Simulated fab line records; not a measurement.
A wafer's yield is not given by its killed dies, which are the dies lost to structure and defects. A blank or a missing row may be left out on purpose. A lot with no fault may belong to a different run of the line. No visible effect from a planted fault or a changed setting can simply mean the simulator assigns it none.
fab line records	flow nandHarc
record: lots: 6	wafers: 18	lastDay: 32
route steps=1302 shown A_DECK1_JOINT@537 A_ONON_D2@545 END@1302
lots with no fault: from the same line, run without faults
startH: hours from the record's first day to the start of the lot's first wafer shown	waitH: hours from the lot's prior step to this one	" unchanged from the row above	L1.1+2: a single row standing in for several wafers	- no value, or no start was given	* or withheld: withheld	< > ~ a bound
route shown NAME@n: NAME is a module with steps in the file, n the number in the route of the first one	usual: mean/standard deviation of fault-free wafers	same: alike in all rows	chamber/n: place in a boat	sites: per-site readings	_std_site: the values' standard deviation	_edge_site: outer sites' mean less inner sites'	radiusMm: how far each site lies from the wafer's centre	mask NAME#n: copy n	behind: tool/chamber where the wafer was last shaped	hold: why the lot was held/for how many hours/how that ended	device: whichever transistor did not switch (one of n, p or np)	end of line: tests of these same wafers at the route's end	a step without rows: its recipe alone	killed: dies that structure and defects cost at the first sort, which is not the same as the wafer's yield	map: the dies of a wafer, with x for killed, . for not killed, _ for no die there
set.NAME: setting as actually run; set.NAME@STEP: the setting as run at that earlier step	model.NAME: the simulator's own value behind a step, which no gauge read
lots at selected steps of the route; one table per step, one row per wafer
services: a tool's chamber out of use, with start hour (startH, from the record's first day; less than 0 if before it), hours out, and reason
== steps ==
step: NHARC_A_DECK1_JOINT_ANNEAL_28
recipe: tempC: 500	timeS: 1800	idleTempC: 400	rampUpCPerMin: 10	densificationPH2oTorr: 640
step: NHARC_A_DECK1_JOINT_ANNEAL_29
recipe: tempC: 750	timeS: 1800	idleTempC: 500	rampUpCPerMin: 10	rampDownCPerMin: 3
step: NHARC_A_DECK1_JOINT_CMP_02
recipe: material: SiOx
usual: motorCurrentA: 12.8/1.5	slurryFilterDpKPa: 13.48/0.13
lot.wafer	tool	chamber	startH	waitH	motorCurrentA	slurryFilterDpKPa
L569.3	cmp-02	0	360.54	0.4	13.3	13.55
L569.4	"	1	"	"	12.4	13.36
L569.1	"	3	"	"	10.7	13.81
L571.2	cmp-03	3	377.45	0.4	12.6	13.66
L571.6	"	1	"	"	12.3	13.18
L571.5	"	2	"	"	13.3	13.48
L577.1	cmp-01	3	434.18	0.4	11.7	13.62
L577.2	"	0	"	"	11.5	13.65
L577.5	"	3	"	"	11.6	13.55
L576.2	cmp-03	0	434.20	0.4	14.0	13.53
L576.4	"	2	"	"	12.3	13.67
L576.6	"	3	"	"	12.5	13.56
L578.3	cmp-01	3	454.61	0.4	11.5	13.21
L578.2	"	1	"	"	15.9	13.51
L578.6	"	3	"	"	11.4	13.59
L579.2	cmp-02	3	468.04	0.4	10.5	13.39
L579.1	"	0	"	"	14.2	13.43
L579.3	"	1	"	"	12.3	13.54
step: NHARC_A_DECK1_JOINT_SRD_15
step: NHARC_A_DECK1_JOINT_DEP_16
recipe: targetThkA: 450	tempC: 400	pressureTorr: 6.5	rfW: 900	teosFlowSccm: 161.4	flowSccm: 2650	targetThkNm: 45	gas: O2	material: SiO2
usual: heaterPowerW: 574/92	throttleValvePct: 16.3/0.56
lot.wafer	tool	chamber	startH	waitH	heaterPowerW	throttleValvePct
L569.1	pecvd-03	0	360.96	0.1	572	16.2
L569.3	"	1	"	"	684	16.2
L569.4	"	2	"	"	479	15.5
L571.2	pecvd-04	1	377.79	0.1	615	16.6
L571.5	"	2	"	"	566	16.6
L571.6	"	0	"	"	547	15.7
L576.2	pecvd-03	0	434.56	0.1	595	16.7
L576.6	"	0	"	"	602	16.9
L576.4	"	2	"	"	544	15.6
L577.2	pecvd-02	1	434.57	0.1	506	16.8
L577.1	"	0	"	"	441	15.8
L577.5	"	2	"	"	443	16.8
L578.3	pecvd-02	1	455.00	0.1	633	16.7
L578.2	"	0	"	"	441	15.8
L578.6	"	0	"	"	430	15.6
L579.1	pecvd-03	1	468.40	0.1	721	16.1
L579.3	"	2	"	"	527	15.4
L579.2	"	0	"	"	577	16.9
step: NHARC_A_DECK1_JOINT_THK_MEAS_17
recipe: thkMeasGauge: ellipsometry
usual: thkNm: 45.0/1.2
lot.wafer	tool	chamber	startH	waitH	thkNm
L569.1	filmMetro-02	-	361.21	0.2	43.7
L569.3	"	-	"	"	46.4
L569.4	"	-	"	"	47.6
L571.2	filmMetro-01	-	378.07	0.3	43.9
L571.5	"	-	"	"	43.2
L571.6	"	-	"	"	45.2
L576.2	filmMetro-01	-	434.84	0.3	45.0
L576.4	"	-	"	"	45.1
L576.6	"	-	"	"	47.8
L577.1	filmMetro-02	-	434.85	0.2	44.4
L577.2	"	-	"	"	43.7
L577.5	"	-	"	"	44.9
L578.2	filmMetro-01	-	455.28	0.2	43.6
L578.3	"	-	"	"	45.2
L578.6	"	-	"	"	44.0
L579.1	filmMetro-02	-	468.68	0.3	43.7
L579.2	"	-	"	"	45.8
L579.3	"	-	"	"	44.4
step: NHARC_A_DECK1_JOINT_INSPECT_05
usual: rawDefectCount: 303/130
lot.wafer	tool	chamber	startH	waitH	rawDefectCount
L569.1	defectInspect-02	-	361.25	0.0	356
L569.3	"	-	"	"	406
L569.4	"	-	"	"	258
L571.2	defectInspect-02	-	378.10	0.0	297
L571.5	"	-	"	"	389
L571.6	"	-	"	"	163
L576.2	defectInspect-01	-	434.88	0.0	193
L576.4	"	-	"	"	315
L576.6	"	-	"	"	218
L577.1	defectInspect-02	-	434.89	0.0	577
L577.2	"	-	"	"	204
L577.5	"	-	"	"	243
L578.2	defectInspect-02	-	455.32	0.0	356
L578.3	"	-	"	"	414
L578.6	"	-	"	"	344
L579.1	defectInspect-02	-	468.72	0.0	203
L579.2	"	-	"	"	421
L579.3	"	-	"	"	273
step: NHARC_A_ONON_D2_DEP_00
recipe: targetThkA: 10000	n2FlowSccm: 2750	n2oFlowSccm: 2000	nh3FlowSccm: 500	sih4FlowSccm: 210	tempC: 400
step: NHARC_A_ONON_D2_THK_MEAS_02
recipe: thkMeasGauge: ellipsometry
usual: thkNm: 999/7.8
lot.wafer	tool	chamber	startH	waitH	thkNm
L569.1	filmMetro-01	-	361.83	-	1009
L569.3	"	-	"	"	1008
L569.4	"	-	"	"	1008
L571.2	filmMetro-01	-	378.68	-	1001
L571.5	"	-	"	"	1001
L571.6	"	-	"	"	1000
L577.1	filmMetro-02	-	435.46	-	1001
L577.2	"	-	"	"	1002
L577.5	"	-	"	"	1000
L576.2	filmMetro-01	-	435.49	-	994
L576.4	"	-	"	"	993
L576.6	"	-	"	"	995
L578.2	filmMetro-01	-	455.90	-	1004
L578.3	"	-	"	"	1006
L578.6	"	-	"	"	1004
L579.1	filmMetro-01	-	469.30	-	994
L579.2	"	-	"	"	993
L579.3	"	-	"	"	992
step: NHARC_A_ONON_D2_DEP_03
recipe: targetThkA: 10000	n2FlowSccm: 2750	n2oFlowSccm: 2000	nh3FlowSccm: 500	sih4FlowSccm: 210	tempC: 400
step: NHARC_A_ONON_D2_THK_MEAS_05
recipe: thkMeasGauge: ellipsometry
usual: thkNm: 998/12
lot.wafer	tool	chamber	startH	waitH	thkNm
L569.1	filmMetro-01	-	362.39	-	1007
L569.3	"	-	"	"	1007
L569.4	"	-	"	"	1008
L571.2	filmMetro-01	-	379.25	-	1002
L571.5	"	-	"	"	1003
L571.6	"	-	"	"	1001
L577.1	filmMetro-01	-	436.03	-	982
L577.2	"	-	"	"	982
L577.5	"	-	"	"	984
L576.2	filmMetro-02	-	436.04	-	1001
L576.4	"	-	"	"	1001
L576.6	"	-	"	"	1003
L578.2	filmMetro-02	-	456.46	-	1012
L578.3	"	-	"	"	1008
L578.6	"	-	"	"	1011
L579.1	filmMetro-02	-	469.87	-	996
L579.2	"	-	"	"	998
L579.3	"	-	"	"	998
step: NHARC_A_ONON_D2_DEP_06
recipe: targetThkA: 10000	n2FlowSccm: 2750	n2oFlowSccm: 2000	nh3FlowSccm: 500	sih4FlowSccm: 210	tempC: 400
usual: n2FlowSccm: 2750/7.2
lot.wafer	tool	chamber	startH	waitH	n2FlowSccm
L569.1	pecvdOnon-02	0	362.45	0.1	2757
L569.3	"	0	"	"	2758
L569.4	"	0	"	"	2746
L571.2	pecvdOnon-02	0	379.36	0.1	2751
L571.5	"	0	"	"	2749
L571.6	"	0	"	"	2764
L577.1	pecvdOnon-04	0	436.08	0.1	2742
L577.2	"	0	"	"	2739
L577.5	"	0	"	"	2758
L576.2	pecvdOnon-02	0	436.16	0.1	2744
L576.4	"	0	"	"	2746
L576.6	"	0	"	"	2737
L578.2	pecvdOnon-04	0	456.58	0.1	2738
L578.3	"	0	"	"	2745
L578.6	"	0	"	"	2746
L579.1	pecvdOnon-02	0	469.93	0.1	2751
L579.2	"	0	"	"	2741
L579.3	"	0	"	"	2743
step: NHARC_A_ONON_D2_THK_MEAS_08
recipe: thkMeasGauge: ellipsometry
usual: thkNm: 1000/8.2
lot.wafer	tool	chamber	startH	waitH	thkNm
L569.1	filmMetro-01	-	362.95	-	1001
L569.3	"	-	"	"	998
L569.4	"	-	"	"	1164
L571.2	filmMetro-01	-	379.81	-	987
L571.5	"	-	"	"	1151
L571.6	"	-	"	"	986
L577.1	filmMetro-02	-	436.60	-	1008
L577.2	"	-	"	"	1008
L577.5	"	-	"	"	1009
L576.2	filmMetro-01	-	436.61	-	1004
L576.4	"	-	"	"	1007
L576.6	"	-	"	"	1003
L578.2	filmMetro-02	-	457.03	-	1010
L578.3	"	-	"	"	1010
L578.6	"	-	"	"	1010
L579.1	filmMetro-02	-	470.44	-	1000
L579.2	"	-	"	"	996
L579.3	"	-	"	"	998
step: NHARC_A_ONON_D2_DEP_09
recipe: targetThkA: 10000	n2FlowSccm: 2750	n2oFlowSccm: 2000	nh3FlowSccm: 500	sih4FlowSccm: 210	tempC: 400
step: NHARC_END_SORT_01
recipe: tempC: 25
usual: killedAtArray: 56/18	killedAtOther: 1.4/1.5	killedAtPeriphery: 4/3.1	killedDies: 61/19	killedOpen: 3.5/1.8	killedShort: 2.4/1.4
same: grossDies: 677
lot.wafer	tool	chamber	startH	waitH	killedAtArray	killedAtOther	killedAtPeriphery	killedDies	killedOpen	killedShort
L569.4	prober-01	0	657.12	3.4	664	1	12	677	5	3
L571.5	prober-02	0	687.49	3.7	671	1	5	677	4	4
L577.1	prober-02	0	714.39	2.5	58	4	2	64	6	2
L577.2	prober-02	0	715.19	2.8	55	2	4	61	3	7
L577.5	prober-02	0	717.60	3.7	56	3	1	60	4	1
L576.2	prober-01	0	722.57	2.8	49	0	6	55	4	3
L576.4	prober-01	0	724.17	3.4	60	1	5	66	2	2
L576.6	prober-01	0	725.77	4.0	62	1	3	66	6	7
L579.1	prober-01	0	761.71	2.5	31	0	0	31	4	3
L579.2	prober-01	0	762.52	2.8	34	0	0	34	0	5
L579.3	prober-01	0	763.33	3.1	30	0	2	32	4	3
killed by level:class
L569.4 A_ONON_D2:areaDep=617 A_STAIRCASE:chamberFilmFlake=19 A_CHANNEL_HOLE_D2:chamberFilmFlake=13 P_CONTACT:chamberFilmFlake=5 A_CHANNEL_HOLE_D1:chamberFilmFlake=5 P_GATE:chamberFilmFlake=2 A_CONTACT:chamberFilmFlake=2 P_GATE:geometricParticle:open=1
L571.5 A_ONON_D2:areaDep=614 A_SLIT:chamberFilmFlake=27 A_STAIRCASE:chamberFilmFlake=9 A_CHANNEL_HOLE_D1:chamberFilmFlake=8 A_CONTACT:chamberFilmFlake=4 P_GATE:chamberFilmFlake=3 A_CHANNEL_FILL_D2:geometricParticle:short=2 P_BONDPAD:chamberFilmFlake=2
L577.1 A_CHANNEL_HOLE_D1:chamberFilmFlake=33 A_SLIT:chamberFilmFlake=8 A_CONTACT:chamberFilmFlake=8 THIN_TSV:chamberFilmFlake=3 A_STAIRCASE:chamberFilmFlake=2 P_GATE:geometricParticle:open=1 P_CONTACT:geometricParticle:open=1 A_ONON_D1:geometricParticle:short=1
L577.2 A_CHANNEL_HOLE_D1:chamberFilmFlake=28 A_CONTACT:chamberFilmFlake=9 A_SLIT:chamberFilmFlake=5 A_DECK1_JOINT:geometricParticle:open=2 A_WL_FILL:chamberFilmFlake=2 A_CHANNEL_FILL_D1:chamberFilmFlake=2 THIN_TSV:chamberFilmFlake=2 P_STI:geometricParticle:short=1
L577.5 A_CHANNEL_HOLE_D1:chamberFilmFlake=36 A_SLIT:chamberFilmFlake=8 A_CONTACT:chamberFilmFlake=5 THIN_TSV:chamberFilmFlake=3 A_CHANNEL_HOLE_D1:geometricParticle:open=2 P_M1:geometricParticle:open=1 A_CHANNEL_FILL_D1:geometricParticle:short=1 A_M0:geometricParticle:open=1
L576.2 A_SLIT:chamberFilmFlake=22 A_CHANNEL_HOLE_D2:chamberFilmFlake=10 A_BLC:chamberFilmFlake=4 A_CHANNEL_HOLE_D1:chamberFilmFlake=3 P_GATE:chamberFilmFlake=2 A_WL_FILL:chamberFilmFlake=2 A_CONTACT:chamberFilmFlake=2 P_STI:geometricParticle:open=1
L576.4 A_CHANNEL_HOLE_D2:chamberFilmFlake=22 A_SLIT:chamberFilmFlake=19 A_CHANNEL_HOLE_D1:chamberFilmFlake=9 P_GATE:chamberFilmFlake=5 A_SGD_CUT:chamberFilmFlake=4 A_CHANNEL_FILL_D1:geometricParticle:short=1 A_CHANNEL_FILL_D1:geometricParticle:open=1 A_CHANNEL_FILL_D2:geometricParticle:open=1
L576.6 A_SLIT:chamberFilmFlake=24 A_CHANNEL_HOLE_D2:chamberFilmFlake=11 A_CHANNEL_HOLE_D1:chamberFilmFlake=9 A_CHANNEL_FILL_D2:geometricParticle:short=2 A_M0:geometricParticle:open=2 A_STAIRCASE:chamberFilmFlake=2 A_CONTACT:chamberFilmFlake=2 P_M2:geometricParticle:short=1
L579.1 A_CHANNEL_HOLE_D1:chamberFilmFlake=11 A_SLIT:chamberFilmFlake=6 A_STAIRCASE:chamberFilmFlake=3 A_ONON_D1:geometricParticle:open=1 A_CHANNEL_HOLE_D1:geometricParticle:open=1 A_ONON_D2:geometricParticle:short=1 A_CHANNEL_HOLE_D2:geometricParticle:short=1 A_WL_FILL:geometricParticle:short=1
L579.2 A_CHANNEL_HOLE_D1:chamberFilmFlake=17 A_SLIT:chamberFilmFlake=5 A_ONON_D1:geometricParticle:short=2 A_CHANNEL_FILL_D1:chamberFilmFlake=2 A_BONDPAD:chamberFilmFlake=2 A_DECK1_JOINT:geometricParticle:short=1 A_ONON_D2:geometricParticle:short=1 A_SGD_CUT:geometricParticle:short=1
L579.3 A_CHANNEL_HOLE_D1:chamberFilmFlake=12 A_CONTACT:chamberFilmFlake=3 A_BONDPAD:chamberFilmFlake=3 A_CHANNEL_HOLE_D2:chamberFilmFlake=2 A_SLIT:chamberFilmFlake=2 P_M1:geometricParticle:open=1 A_CHANNEL_HOLE_D2:geometricParticle:open=1 A_CHANNEL_FILL_D2:geometricParticle:short=1
map L569.4 (x killed, . not)
____________x____________
_________xxxxxxx_________
_______xxxxxxxxxxx_______
______xxxxxxxxxxxxx______
_____xxxxxxxxxxxxxxx_____
____xxxxxxxxxxxxxxxxx____
____xxxxxxxxxxxxxxxxx____
___xxxxxxxxxxxxxxxxxxx___
___xxxxxxxxxxxxxxxxxxx___
__xxxxxxxxxxxxxxxxxxxxx__
__xxxxxxxxxxxxxxxxxxxxx__
_xxxxxxxxxxxxxxxxxxxxxxx_
_xxxxxxxxxxxxxxxxxxxxxxx_
_xxxxxxxxxxxxxxxxxxxxxxx_
_xxxxxxxxxxxxxxxxxxxxxxx_
_xxxxxxxxxxxxxxxxxxxxxxx_
xxxxxxxxxxxxxxxxxxxxxxxxx
xxxxxxxxxxxxxxxxxxxxxxxxx
xxxxxxxxxxxxxxxxxxxxxxxxx
xxxxxxxxxxxxxxxxxxxxxxxxx
xxxxxxxxxxxxxxxxxxxxxxxxx
_xxxxxxxxxxxxxxxxxxxxxxx_
_xxxxxxxxxxxxxxxxxxxxxxx_
_xxxxxxxxxxxxxxxxxxxxxxx_
_xxxxxxxxxxxxxxxxxxxxxxx_
_xxxxxxxxxxxxxxxxxxxxxxx_
__xxxxxxxxxxxxxxxxxxxxx__
__xxxxxxxxxxxxxxxxxxxxx__
___xxxxxxxxxxxxxxxxxxx___
___xxxxxxxxxxxxxxxxxxx___
____xxxxxxxxxxxxxxxxx____
____xxxxxxxxxxxxxxxxx____
_____xxxxxxxxxxxxxxx_____
______xxxxxxxxxxxxx______
_______xxxxxxxxxxx_______
_________xxxxxxx_________
____________x____________
map L571.5 (x killed, . not)
____________x____________
_________xxxxxxx_________
_______xxxxxxxxxxx_______
______xxxxxxxxxxxxx______
_____xxxxxxxxxxxxxxx_____
____xxxxxxxxxxxxxxxxx____
____xxxxxxxxxxxxxxxxx____
___xxxxxxxxxxxxxxxxxxx___
___xxxxxxxxxxxxxxxxxxx___
__xxxxxxxxxxxxxxxxxxxxx__
__xxxxxxxxxxxxxxxxxxxxx__
_xxxxxxxxxxxxxxxxxxxxxxx_
_xxxxxxxxxxxxxxxxxxxxxxx_
_xxxxxxxxxxxxxxxxxxxxxxx_
_xxxxxxxxxxxxxxxxxxxxxxx_
_xxxxxxxxxxxxxxxxxxxxxxx_
xxxxxxxxxxxxxxxxxxxxxxxxx
xxxxxxxxxxxxxxxxxxxxxxxxx
xxxxxxxxxxxxxxxxxxxxxxxxx
xxxxxxxxxxxxxxxxxxxxxxxxx
xxxxxxxxxxxxxxxxxxxxxxxxx
_xxxxxxxxxxxxxxxxxxxxxxx_
_xxxxxxxxxxxxxxxxxxxxxxx_
_xxxxxxxxxxxxxxxxxxxxxxx_
_xxxxxxxxxxxxxxxxxxxxxxx_
_xxxxxxxxxxxxxxxxxxxxxxx_
__xxxxxxxxxxxxxxxxxxxxx__
__xxxxxxxxxxxxxxxxxxxxx__
___xxxxxxxxxxxxxxxxxxx___
___xxxxxxxxxxxxxxxxxxx___
____xxxxxxxxxxxxxxxxx____
____xxxxxxxxxxxxxxxxx____
_____xxxxxxxxxxxxxxx_____
______xxxxxxxxxxxxx______
_______xxxxxxxxxxx_______
_________xxxxxxx_________
____________x____________
== services ==
tool	chamber	startH	hours	kind
cmp-02	-	337.19	4.4	repair
cmp-03	-	357.21	1.1	repair
cmp-03	-	359.76	4.0	pm
cmp-03	-	363.76	-	consumableReplace:conditioner
pecvdOnon-02	-	366.00	13.0	pm
pecvd-03	-	366.09	13.0	pm
pecvd-03	0	366.09	13.0	ventCycle
pecvd-03	1	366.09	13.0	ventCycle
pecvd-03	2	366.09	13.0	ventCycle
pecvd-02	-	375.66	1.8	repair
pecvd-03	0	379.09	-	clean
pecvd-03	1	379.09	-	clean
pecvd-03	2	379.09	-	clean
cmp-01	-	389.89	4.0	pm
pecvd-02	0	403.53	16.5	repair
pecvd-02	-	408.09	13.0	pm
cmp-02	-	413.96	0.2	repair
cmp-01	-	416.55	0.3	repair
cmp-03	-	417.25	1.8	repair
cmp-02	-	421.25	0.8	repair
cmp-02	-	428.50	4.0	pm
cmp-03	-	448.28	12.3	repair
pecvd-04	-	450.14	13.0	pm
cmp-03	-	460.61	4.0	pm
== key ==
firstSign: step: NHARC_A_ONON_D2_THK_MEAS_08	reading: thkNm	direction: up	sigmas: 19	usual: 1000	struck: 1158
effect: step: NHARC_END_SORT_01	reading: killedAtArray	direction: up	sigmas: 34	usual: 56	struck: 668
moreKillsBornAt: NHARC_A_ONON_D2_DEP_06@pecvdOnon-02: 1231
metAt NHARC_A_ONON_D2_DEP_06
struckWafers L569.4,L571.5
laterRowsLeftOut L569.4,L571.5
testerLeftOut L569,L571
fault: kind: processParameterDrift	tool: pecvdOnon-02	chamber: -	onsetH: 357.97	steps: NHARC_A_ONON_D2_DEP_06	channel: targetThkA	offset: *	shape: step	endH: 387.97	scope: struckWafersOnly	actsIn: *	stated: *
testerLeftOut: of these lots the tester's yield and bins aren't shown, on N5 and GAA mostly nor the transistor test; their killed dies are dies lost to structure and defects alone, not to doping, threshold or leakage, so they don't give the yield
laterRowsLeftOut: the simulator's readings of these wafers behind a module that went badly wrong aren't trusted and aren't shown, but for the sort
